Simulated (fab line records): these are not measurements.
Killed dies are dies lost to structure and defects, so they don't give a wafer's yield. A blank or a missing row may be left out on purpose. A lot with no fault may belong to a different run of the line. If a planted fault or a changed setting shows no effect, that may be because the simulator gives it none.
A struck lot beside a sound one / flow n5-finfet / 18 steps out of a route of 1938
Sound: wafers L912.1, L912.2, L912.4. Struck: wafer L920.4. (L920.1, L920.5 of the same lot were not struck and are left out.) The cause comes at the end.
Order at every step that has rows: each side's tool, ch and its chambers, its first start. Under that, the readings that differ: sound wafers / struck wafers / difference of the means / sigmas: that difference in standard deviations of wafers without a fault.
alike: readings whose means differ by less than 2 such deviations, and words and numbers that are the same on both sides. not compared: withheld readings, readings that some wafer has no value for, bounds like >300 that may hide the same value, and numbers for which the record gives no deviation and whose values overlap.
Wherever a step has rows on one side only, a row that says differs or no value, or a row with sigmas, the two part there. Numbers that have no deviation but don't overlap get no sigmas and don't part them. A reading that every wafer of one side lacks parts them only if that side has two wafers or more.

first, 1 step without rows for these wafers: N5_BEOL_M15_DESCUM_33 (chemistry O2, time 7.9 s).
N5_BEOL_M15_ETCH_61: etches BARC in N2/H2, target depth 89 nm, overetch 26.7 nm, time 67.9 s.
  sound on rie-diel-06 ch 0,2,3, day 14 15:10; struck on rie-diel-05 ch 0, day 16 23:57
reading=rf-hours-counter-h (h); sound=186 197 86; struck=221; difference=+65; sigmas=
  alike: drypump-motor-current-A, h2-flow-sccm, oes-product-au, rf-vpp-V, showerhead-plenum-p-Torr, throttle-valve-pct
then, 2 steps without rows for these wafers: N5_BEOL_M15_TRENCH_ETCH_34 (etches SiO2 in C4F8/O2/Ar, target depth 872.93 nm, time 199 s); N5_BEOL_M15_STRIP_36 (strips in O2).
N5_BEOL_M15_STRIP_62: strips in O2.
  sound: rie-diel-03 ch 0,1,2; struck: rie-diel-05 ch 3
reading=temp-c (C); sound=60.05 59.86 59.96; struck=60.25; difference=+0.29; sigmas=+2
  alike: drypump-motor-current-A, oes-product-au, rf-vpp-V, showerhead-plenum-p-Torr, throttle-valve-pct
  not compared: rf-hours-counter-h
N5_BEOL_M15_STRIP_37: strips in O2.
  sound: rie-diel-03 ch 0,1,2; struck: rie-diel-05 ch 3
  alike: drypump-motor-current-A, oes-product-au, rf-vpp-V, showerhead-plenum-p-Torr, temp-c, throttle-valve-pct
  not compared: rf-hours-counter-h
N5_BEOL_M15_ETCH_38: etches SiCN in CF4/N2, target depth 106.4 nm, time 120.5 s.
  sound: rie-diel-03 ch 0,1,2; struck: rie-diel-05 ch 3
  alike: drypump-motor-current-A, oes-product-au, rf-vpp-V, showerhead-plenum-p-Torr, throttle-valve-pct
  not compared: rf-hours-counter-h
then, 2 steps without rows for these wafers: N5_BEOL_M15_PRECLEAN_39 (cleans in residue remover, time 60 s); N5_BEOL_M15_SRD_40 (time 30 s, dry time 30 s).
N5_BEOL_M15_DEGAS_41: time 60 s.
  sound: pvd-sputter-01 at day 14 17:14; struck: pvd-sputter-01 at day 17 02:36
  alike: heater-power-w
then, 1 step without rows for these wafers: N5_BEOL_M15_PRE_CLEAN_42 (time 30 s).
N5_BEOL_M15_SPUTTER_43: material TaN, target thk 15 nm, time 24.19 s.
  sound: pvd-sputter-01 at day 14 17:19; struck: pvd-sputter-01 at day 17 02:41
reading=throttle-valve-pct (%); sound=31.8 27.9 31.4; struck=28.2; difference=-2.2; sigmas=-2
reading=model.TaN_of_BEOL_M15_SPUTTER_43.thk-nm (nm); sound=14.8 14.6 14.6; struck=13.2; difference=-1.5; sigmas=
then, 4 steps without rows for these wafers: N5_BEOL_M15_SPUTTER_44 (material Ta, target thk 15 nm, time 24.19 s); N5_BEOL_M15_SPUTTER_45 (material Cu, target thk 100 nm, time 16.67 s); N5_BEOL_M15_ECD_47 (material Cu, target thk 1860 nm); N5_BEOL_M15_ANNEAL_48 (time 90 s).
N5_BEOL_M15_CMP_49: polishes, stops on SiO2, t overpolish 4.9 s, target thk 850 nm.
  sound on cmp-04 ch 1,2,3, day 14 18:13; struck on cmp-02 ch 3, day 17 03:32
  alike: barrier-field-endpoint-s, motor-current-A
N5_BEOL_M15_THK_MEAS_50: measures by xrf.
  sound: film-metro-02 at day 14 18:31; struck: film-metro-02 at day 17 03:47
  alike: M15_THK

== WHERE THEY PART ==
Earliest at N5_BEOL_M15_STRIP_62; latest, in this record, at N5_BEOL_M15_SPUTTER_43. Later steps at which nothing parts them and some readings are alike: N5_BEOL_M15_CMP_49, N5_BEOL_M15_THK_MEAS_50.

WHY: what had been put in by the simulator
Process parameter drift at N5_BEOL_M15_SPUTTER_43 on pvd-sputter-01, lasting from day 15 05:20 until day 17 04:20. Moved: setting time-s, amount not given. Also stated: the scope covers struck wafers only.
